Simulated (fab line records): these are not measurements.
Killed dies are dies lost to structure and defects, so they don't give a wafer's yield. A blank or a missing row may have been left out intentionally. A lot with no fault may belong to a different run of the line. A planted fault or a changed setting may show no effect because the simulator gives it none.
fab line records    flow n5Finfet
[record] lots = 6  wafers = 18  lastDay = 19
route steps=1938 shown BEOL_M0_SAQP@661 BEOL_M4@1111
lots with no fault: from the same line, run without faults
startH: start of the lot's first displayed wafer, in hours after the record's first day    waitH: how many hours have passed since the lot's step before this one    " the same as in the row above    L1.1+2: one row covering several wafers at once    - value missing, or start not given    * or withheld: withheld    < > ~ a bound
route shown NAME@n: NAME is a module with steps in the file, n the number in the route of the first one    usual: the fault-free wafers' mean and standard deviation    same: alike in all rows    chamber/n: place in a boat    sites: the reading at each site    _std_site: the values' standard deviation    _edge_site: outer sites' mean less inner sites'    radiusMm: for every site, how far away it sits from the centre of the wafer    mask NAME#n: copy n    behind: the last tool/chamber to shape the wafer    hold: cause of the lot's hold/its duration in hours/its outcome    device: transistor that didn't switch, given as n, p or np    end of line: tests of these same wafers at the route's end    step lacking rows: just its recipe    killed: dies that structure and defects cost at the first sort, which is not the same as the wafer's yield    map: per-die view of a wafer (x killed, . not killed, _ where there is no die)
set.NAME: the setting as run; set.NAME@STEP: as run at that earlier step    model.NAME: the simulator's own value behind a step, which no gauge read
certain route steps with their lots: each step a table, each wafer a row
services: when a tool's chamber went out of use (startH, in hours from the record's first day, below 0 if earlier), for how many hours, and the reason
[[steps]]
[step N5_BEOL_M0_SAQP_SRD_93]
[recipe] dry = ipaMarangoni  timeS = 30  tempC = 23  rinseLiquid = diw
[step N5_BEOL_M0_SAQP_RECESS_114]
[recipe] chemistry = HF/NH3  target = SiO2  targetDepthA = 144  afsCycles = 3  tempC = 30  sublimationTempC = 180  sublimationTimeS = 60
[step N5_BEOL_M0_SAQP_SPACER1_ALD_98]
[recipe] material = SiO2  targetThkA = 128  tempC = 300  aldPrecursorFamily = BDEAS  aldCoReactant = O2-plasma  pulseTimeS = 1  purgeTimeS = 2  coReactantPurgeTimeS = 2  aldCycles = 138  pressureTorr = 2
[usual] heaterPowerW = 486/64  precursorPulseHeightRel = 1.000/0.018
lot.wafer  tool       chamber  startH  waitH  heaterPowerW  precursorPulseHeightRel
L762.3     aldSin-02  0        125.77  0.7    487           1.013
L762.4     "          2        "       "      642           1.023
L762.6     "          1        "       "      426           0.989
L764.2     aldSin-03  0        141.20  0.3    522           0.991
L764.3     "          2        "       "      492           1.010
L764.5     "          0        "       "      521           1.023
L772.2     aldSin-01  3        186.88  0.6    478           0.994
L772.3     "          1        "       "      533           0.978
L772.4     "          2        "       "      466           1.025
L773.1     aldSin-03  3        194.34  0.3    453           1.000
L773.4     "          0        "       "      529           0.978
L773.6     "          1        "       "      428           0.994
L781.2     aldSin-03  2        245.14  0.3    502           1.015
L781.3     "          0        "       "      537           0.981
L781.4     "          3        "       "      467           0.999
L782.2     aldSin-03  2        251.48  0.3    487           1.008
L782.4     "          3        "       "      461           1.005
L782.6     "          1        "       "      425           0.982
[step N5_BEOL_M0_SAQP_SPACER1_ETCHBACK_99]
[recipe] chemistry = CHF3/O2  mode = anisotropicEtchback  target = SiO2  targetDepthA = 154  timeS = 7.7  pressureMtorr = 30  sourceW = 650  biasW = 170  Ar_flow_sccm = 200  CHF3_flow_sccm = 50  O2_flow_sccm = 5  ionEnergyEv = 200
[usual] drypumpMotorCurrentA = 5.7/0.43  oes_ar_750_au = 0.78/0.069  oesProductAu = 0.77/0.076  rfVppV = 524/9.1  showerheadPlenumPTorr = 2.41/0.063  throttleValvePct = 18.90/0.22
lot.wafer  tool        chamber  startH  waitH  drypumpMotorCurrentA  oes_ar_750_au  oesProductAu  rfHoursCounterH  rfVppV  showerheadPlenumPTorr  throttleValvePct
L762.3     rieDiel-05  0        126.25  0.3    5.3                   0.87           0.87          67               509     2.37                   18.65
L762.4     "           2        "       "      6.2                   0.86           0.88          44               540     2.44                   18.49
L762.6     "           3        "       "      5.1                   0.70           0.68          -                525     2.40                   19.24
L764.2     rieDiel-05  2        141.68  0.3    6.2                   0.87           0.87          49               540     2.44                   18.51
L764.3     "           1        "       "      5.6                   0.74           0.73          201              525     2.47                   18.78
L764.5     "           0        "       "      5.2                   0.86           0.85          -                511     2.37                   18.65
L772.2     rieDiel-02  1        187.35  0.3    5.6                   0.83           0.84          49               510     2.34                   18.89
L772.3     "           3        "       "      5.7                   0.95           0.97          2                520     2.36                   18.61
L772.4     "           0        "       "      5.1                   0.71           0.70          199              531     2.51                   19.34
L773.1     rieDiel-06  2        194.82  0.3    5.6                   0.77           0.74          179              522     2.51                   18.96
L773.4     "           1        "       "      6.5                   0.69           0.68          230              530     2.36                   18.86
L773.6     "           3        "       "      5.7                   0.72           0.71          -                522     2.49                   19.02
L781.2     rieDiel-05  2        245.88  0.5    6.2                   0.83           0.83          76               542     2.43                   18.55
L781.3     "           1        "       "      5.6                   0.72           0.71          228              524     2.46                   18.82
L781.4     "           3        "       "      5.1                   0.97           0.98          2                525     2.39                   18.92
L782.2     rieDiel-06  0        252.00  0.3    5.1                   0.77           0.78          127              538     2.34                   19.21
L782.4     "           1        "       "      6.5                   0.68           0.68          243              531     2.35                   18.88
L782.6     "           1        "       "      6.5                   0.68           0.67          -                532     2.35                   18.88
[step N5_BEOL_M0_SAQP_MANDREL1_REMOVE_100]
[recipe] chemistry = HBr/Cl2/O2  btTimeS = 10  target = a-Si  stopOn = SiNx  endpoint = OES-SiCl  overEtchFrac = 0.85  icpW = 600  biasW = 30  HBr_flow_sccm = 150  Cl2_flow_sccm = 80  O2_flow_sccm = 5  pressureMtorr = 10
[usual] drypumpMotorCurrentA = 5.9/0.36  oesProductAu = 0.999/0.015  throttleValvePct = 36.73/0.19
lot.wafer  tool      chamber  startH  waitH  drypumpMotorCurrentA  oesProductAu  rfHoursCounterH  throttleValvePct
L762.3     rieSi-02  3        126.33  0.1    5.8                   0.973         126              36.69
L762.4     "         0        "       "      5.7                   1.016         44               36.74
L762.6     "         0        "       "      5.8                   1.006         -                36.74
L764.2     rieSi-01  3        141.77  0.1    6.3                   0.986         34               36.76
L764.3     "         0        "       "      5.8                   0.998         94               36.66
L764.5     "         3        "       "      6.3                   0.989         -                36.75
L772.2     rieSi-01  3        187.44  0.1    6.3                   0.981         35               36.76
L772.3     "         1        "       "      5.8                   1.012         87               36.75
L772.4     "         0        "       "      5.8                   1.006         95               36.66
L773.1     rieSi-01  0        194.91  0.1    5.8                   0.993         95               36.67
L773.4     "         1        "       "      5.8                   1.010         87               36.76
L773.6     "         0        "       "      5.8                   0.996         -                36.68
L781.2     rieSi-01  1        245.97  0.1    5.8                   1.005         88               36.74
L781.3     "         2        "       "      6.2                   0.994         145              36.92
L781.4     "         3        "       "      6.3                   0.994         36               36.75
L782.2     rieSi-06  1        252.09  0.1    5.4                   1.009         2                36.80
L782.4     "         0        "       "      5.9                   1.004         10               36.48
L782.6     "         2        "       "      5.2                   1.030         -                36.79
[step N5_BEOL_M0_SAQP_CD_MEAS_25]
[recipe] targetCdNm = 13.1  landingEnergyEv = 1000  detector = seInlens
[usual] cdNm = 12.83/0.22
lot.wafer  tool      chamber  startH  waitH  cdNm
L762.3     cdSem-01  0        126.45  0.1    12.68
L762.4     "         0        "       "      12.72
L762.6     "         0        "       "      12.85
L764.2     cdSem-03  0        141.88  0.1    12.65
L764.3     "         0        "       "      12.91
L764.5     "         0        "       "      12.61
L772.2     cdSem-02  0        187.55  0.1    13.04
L772.3     "         0        "       "      12.91
L772.4     "         0        "       "      12.88
L773.1     cdSem-03  0        195.02  0.1    12.83
L773.4     "         0        "       "      13.11
L773.6     "         0        "       "      13.08
L781.2     cdSem-03  0        246.08  0.1    12.76
L781.3     "         0        "       "      12.45
L781.4     "         0        "       "      12.97
L782.2     cdSem-03  0        252.20  0.1    12.72
L782.4     "         0        "       "      12.65
L782.6     "         0        "       "      12.90
[step N5_BEOL_M0_SAQP_ETCH_101]
[recipe] chemistry = CH3F/O2  target = SiNx  maskMaterial = SiO2  targetDepthA = 299  timeS = 42.7  pressureMtorr = 30  sourceW = 395  biasW = 73  Ar_flow_sccm = 150  CH3F_flow_sccm = 30  O2_flow_sccm = 20  ionEnergyEv = 120
[step N5_BEOL_M0_SAQP_ETCH_102]
[recipe] chemistry = CF4  target = SiO2  targetDepthA = 40  ionEnergyEv = 350  timeS = 4.4  pressureMtorr = 10  icpW = 800  biasW = 400  cf4FlowSccm = 80
[step N5_BEOL_M0_SAQP_MANDREL_ETCH_103]
[recipe] chemistry = HBr/Cl2  target = a-Si  targetDepthA = 450  btTimeS = 10  stopOn = SiCN  maskMaterial = SiO2  overEtchFrac = 0.8  timeS = 27  pressureMtorr = 10  icpW = 800  biasW = 75  HBr_flow_sccm = 150  Cl2_flow_sccm = 80  ends = endPoint
[step N5_BEOL_M0_SAQP_RECESS_104]
[recipe] chemistry = HF/NH3  target = SiO2  targetDepthA = 180  afsCycles = 3  tempC = 30  sublimationTempC = 180  sublimationTimeS = 60
[usual] drypumpMotorCurrentA = 5.79/0.3
lot.wafer  tool          chamber  startH  waitH  drypumpMotorCurrentA
L762.3     vaporEtch-01  0        126.82  0.2    6.22
L762.4     "             1        "       "      5.75
L762.6     "             1        "       "      5.72
L764.2     vaporEtch-02  1        142.14  0.1    5.86
L764.3     "             1        "       "      5.85
L764.5     "             1        "       "      5.85
L772.2     vaporEtch-02  1        187.81  0.1    5.85
L772.3     "             1        "       "      5.86
L772.4     "             0        "       "      5.38
L773.1     vaporEtch-02  1        195.34  0.1    5.86
L773.4     "             1        "       "      5.84
L773.6     "             1        "       "      5.84
L781.2     vaporEtch-02  0        246.35  0.1    5.41
L781.3     "             0        "       "      5.39
L781.4     "             1        "       "      5.85
L782.2     vaporEtch-02  1        252.46  0.1    5.85
L782.4     "             1        "       "      5.86
L782.6     "             0        "       "      5.38
[step N5_BEOL_M0_SAQP_COAT_105]
[recipe] resist = SOC  tempC = 250  timeS = 60  spinRpm = 1500  resistThkNm = 100
[step N5_BEOL_M0_SAQP_ETCH_106]
[recipe] chemistry = N2/H2  target = SOC  targetDepthA = 1500  stopOn = SiNx  ionEnergyEv = 100  biasW = 61  pressureMtorr = 30  sourceW = 850  n2FlowSccm = 200  h2FlowSccm = 200
[usual] drypumpMotorCurrentA = 5.6/0.46  oesProductAu = 0.75/0.066  rfVppV = 240.8/1.2  showerheadPlenumPTorr = 2.55/0.07  throttleValvePct = 17.84/0.28
lot.wafer  tool        chamber  startH  waitH  drypumpMotorCurrentA  oesProductAu  rfHoursCounterH  rfVppV  showerheadPlenumPTorr  throttleValvePct
L762.3     rieDiel-05  1        127.15  -      5.6                   0.73          196              241.6   2.63                   17.73
L762.4     "           2        "       "      6.2                   0.87          44               240.9   2.61                   17.55
L762.6     "           0        "       "      5.2                   0.85          -                241.0   2.45                   17.22
L764.2     rieDiel-02  3        142.59  -      5.6                   0.67          248              239.3   2.51                   18.17
L764.3     "           0        "       "      5.1                   0.71          182              242.6   2.62                   18.12
L764.5     "           0        "       "      5.1                   0.71          -                242.3   2.62                   18.10
L772.2     rieDiel-05  2        188.26  -      6.2                   0.83          62               241.1   2.60                   17.59
L772.3     "           0        "       "      5.3                   0.83          85               239.5   2.45                   17.24
L772.4     "           1        "       "      5.6                   0.71          214              240.4   2.62                   17.78
L773.1     rieDiel-05  1        195.79  -      5.6                   0.72          217              239.8   2.62                   17.78
L773.4     "           3        "       "      5.1                   0.67          246              239.7   2.49                   18.09
L773.6     "           2        "       "      6.2                   0.83          -                242.2   2.60                   17.57
L781.2     rieDiel-02  0        246.79  -      5.1                   0.70          204              241.8   2.61                   18.14
L781.3     "           3        "       "      5.6                   0.89          18               240.0   2.50                   17.72
L781.4     "           2        "       "      6.0                   0.73          179              239.1   2.53                   17.77
L782.2     rieDiel-06  2        252.91  -      5.6                   0.72          194              243.2   2.63                   17.96
L782.4     "           1        "       "      6.5                   0.67          244              240.1   2.52                   18.08
L782.6     "           0        "       "      5.2                   0.77          -                238.6   2.45                   18.10
[step N5_BEOL_M0_SAQP_ETCH_107]
[recipe] chemistry = CH3F/O2  target = SiNx  targetDepthA = 300  maskMaterial = SOC  pressureMtorr = 30  sourceW = 395  biasW = 73  Ar_flow_sccm = 150  CH3F_flow_sccm = 30  O2_flow_sccm = 20  ionEnergyEv = 120
[usual] drypumpMotorCurrentA = 5.6/0.45  oes_ar_750_au = 0.76/0.065  oesProductAu = 0.76/0.07  rfVppV = 298/5.4  showerheadPlenumPTorr = 2.01/0.054  throttleValvePct = 16.39/0.22
lot.wafer  tool        chamber  startH  waitH  drypumpMotorCurrentA  oes_ar_750_au  oesProductAu  rfHoursCounterH  rfVppV  showerheadPlenumPTorr  throttleValvePct  model.BEOL_M0_SAQP.featureDepthNm  model.SOC_of_BEOL_M0_SAQP_COAT_105.thkNm
L762.3     rieDiel-05  1        127.21  0.0    5.6                   0.74           0.73          196              300     2.06                   16.26             30.4                               10
L762.4     "           2        "       "      6.2                   0.86           0.88          44               306     2.03                   15.98             30.6                               10.4
L762.6     "           0        "       "      5.2                   0.86           0.87          -                289     1.96                   16.10             30.6                               10.4
L764.2     rieDiel-02  3        142.65  0.0    5.6                   0.67           0.68          248              293     1.95                   16.54             30.6                               11.6
L764.3     "           0        "       "      5.1                   0.72           0.71          182              301     2.09                   16.75             29.6                               15
L764.5     "           0        "       "      5.1                   0.73           0.71          -                303     2.09                   16.75             29.4                               14.6
L772.2     rieDiel-05  2        188.32  0.0    6.2                   0.84           1.20          62               308     2.03                   16.05             50.4                               2.4
L772.3     "           0        "       "      5.2                   0.84           0.85          85               289     1.96                   16.13             30.6                               11
L772.4     "           1        "       "      5.6                   0.73           0.72          215              300     2.05                   16.31             30.6                               9.8
L773.1     rieDiel-05  1        195.85  0.0    5.6                   0.72           0.71          217              299     2.05                   16.32             30                                 10
L773.4     "           3        "       "      5.1                   0.69           0.67          246              298     1.98                   16.74             29                                 16.2
L773.6     "           2        "       "      6.2                   0.84           1.19          -                307     2.03                   16.06             50.2                               2.8
L781.2     rieDiel-02  0        246.85  0.0    5.1                   0.70           0.69          204              302     2.08                   16.78             29.4                               14.2
L781.3     "           3        "       "      5.6                   0.90           0.91          18               293     1.95                   16.04             30.8                               9.6
L781.4     "           2        "       "      6.0                   0.76           0.75          179              298     1.98                   16.35             30                                 10.4
L782.2     rieDiel-06  2        252.97  0.0    5.6                   0.75           0.72          194              296     2.09                   16.50             29.4                               12.6
L782.4     "           1        "       "      6.5                   0.66           0.67          244              300     1.95                   16.43             29.6                               14
L782.6     "           0        "       "      5.1                   0.77           0.77          -                306     1.94                   16.66             29.8                               13.4
[step N5_BEOL_M0_SAQP_STRIP_108]
[recipe] chemistry = N2/H2  powerW = 500  tempC = 40  pressureMtorr = 50  rfFrequencyHz = 6e+07  overashFraction = 0.3  biasPowerW = 28  h2Frac = 0.5  n2FlowSccm = 300  h2FlowSccm = 300
[step N5_BEOL_M4_RC_MEAS_101]
[usual] DIBL_N = 36.5/1.9  DIBL_P = 36.4/2.2  IOFF_N = 0.17/0.034  IOFF_P = 0.21/0.036  ION_N = 678/12  ION_P = 462/7.1  SS_N = 71.7/0.61  SS_P = 73.4/0.71  VT_N = 249/3.5  VT_P = -251/3
lot.wafer  tool       chamber  startH  waitH  DIBL_N[mV/V]  DIBL_P[mV/V]  IOFF_N[nA/um]  IOFF_P[nA/um]  ION_N[uA/um]  ION_P[uA/um]  SS_N[mV/dec]  SS_P[mV/dec]  VT_N[mV]  VT_P[mV]
L762.3     prober-01  0        208.96  0.3    35.2          35.4          0.17           0.22           684           468           71.9          73.3          249       -249
L762.4     "          0        "       "      35.3          35.8          0.17           0.23           677           470           71.5          73.9          246       -249
L762.6     "          0        "       "      35.2          34.8          0.16           0.21           679           466           70.9          72.8          250       -249
L764.2     prober-02  0        209.56  0.2    39.7          41.1          0.24           0.31           690           470           73.1          75.1          242       -247
L764.3     "          0        "       "      35.9          35.4          0.16           0.20           673           456           71.1          72.3          250       -251
L764.5     "          0        "       "      38.7          37.9          0.23           0.26           690           466           71.9          74.1          244       -250
L773.1     prober-02  0        282.52  0.0    35.1          34.5          0.13           0.18           653           452           71.7          73.2          253       -253
L773.4     "          0        "       "      34.2          34.1          0.13           0.18           664           455           71.0          72.9          251       -251
L773.6     "          0        "       "      36.2          36.1          0.16           0.21           673           460           71.8          73.8          252       -251
L772.2     prober-01  0        289.64  0.2    39.4          39.8          0.20           0.22           678           455           72.7          74.0          248       -254
L772.3     "          0        "       "      39.5          40.4          0.22           0.25           705           469           71.9          74.3          245       -252
L772.4     "          0        "       "      37.7          37.5          0.16           0.19           670           451           72.4          74.2          251       -253
L781.2     prober-01  0        334.01  0.2    38.2          38.9          0.22           0.23           683           458           72.1          74.4          244       -248
L781.3     "          0        "       "      37.7          37.7          0.19           0.20           680           456           71.4          73.8          246       -250
L781.4     "          0        "       "      32.8          32.9          0.12           0.15           671           462           70.5          71.9          251       -255
L782.2     prober-01  0        347.86  0.2    34.2          32.5          0.13           0.18           671           463           71.7          73.3          252       -253
L782.4     "          0        "       "      35.5          34.0          0.16           0.20           673           467           70.7          74.2          249       -252
L782.6     "          0        "       "      35.3          33.4          0.15           0.18           683           462           71.6          73.3          251       -252
[[services]]
tool          chamber  startH  hours  kind
aldSin-01     2        105.64  5.0    repair
rieDiel-02    0        110.40  10.7   repair
rieDiel-02    -        134.86  0.7    repair
aldSin-01     0        135.09  3.7    repair
aldSin-03     1        147.19  7.9    repair
rieDiel-02    3        147.66  -      clean
rieDiel-02    3        147.66  -      consumableReplace:focusRing
rieDiel-02    3        147.66  33.6   scheduledDown
rieDiel-02    3        147.66  33.6   ventCycle
rieSi-01      1        167.47  8.7    repair
aldSin-02     1        169.32  4.6    repair
rieSi-02      1        185.99  5.2    repair
vaporEtch-01  1        190.54  18.7   repair
rieSi-06      -        197.51  14.6   pm
rieDiel-02    3        205.74  6.4    repair
rieDiel-02    0        207.35  34.2   repair
aldSin-03     3        222.60  5.0    repair
rieDiel-05    3        225.33  -      clean
rieDiel-05    3        225.33  -      consumableReplace:focusRing
rieDiel-05    3        225.33  13.3   scheduledDown
rieDiel-05    3        225.33  13.3   ventCycle
rieSi-02      -        229.38  2.8    pm
rieSi-02      3        234.04  5.1    repair
aldSin-03     -        252.95  0.7    repair
[[key]]
[firstSign] step = N5_BEOL_M0_SAQP_ETCH_107  reading = oesProductAu  direction = up  sigmas = 6.2  usual = 0.76  struck = 1.20
effect none on later readings
[modelEffect] step = N5_BEOL_M0_SAQP_ETCH_107  value = BEOL_M0_SAQP.featureDepthNm  without = 31  struck = 50.3
metAt N5_BEOL_M0_SAQP_ETCH_107
struckWafers L772.2,L773.6
onsetBetween 127.21 188.32
[fault] kind = processParameterDrift  tool = rieDiel-05  chamber = -  onsetH = 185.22  steps = N5_BEOL_M0_SAQP_ETCH_107  channel = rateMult  offset = 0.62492  shape = step  endH = 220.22  scope = struckWafersOnly
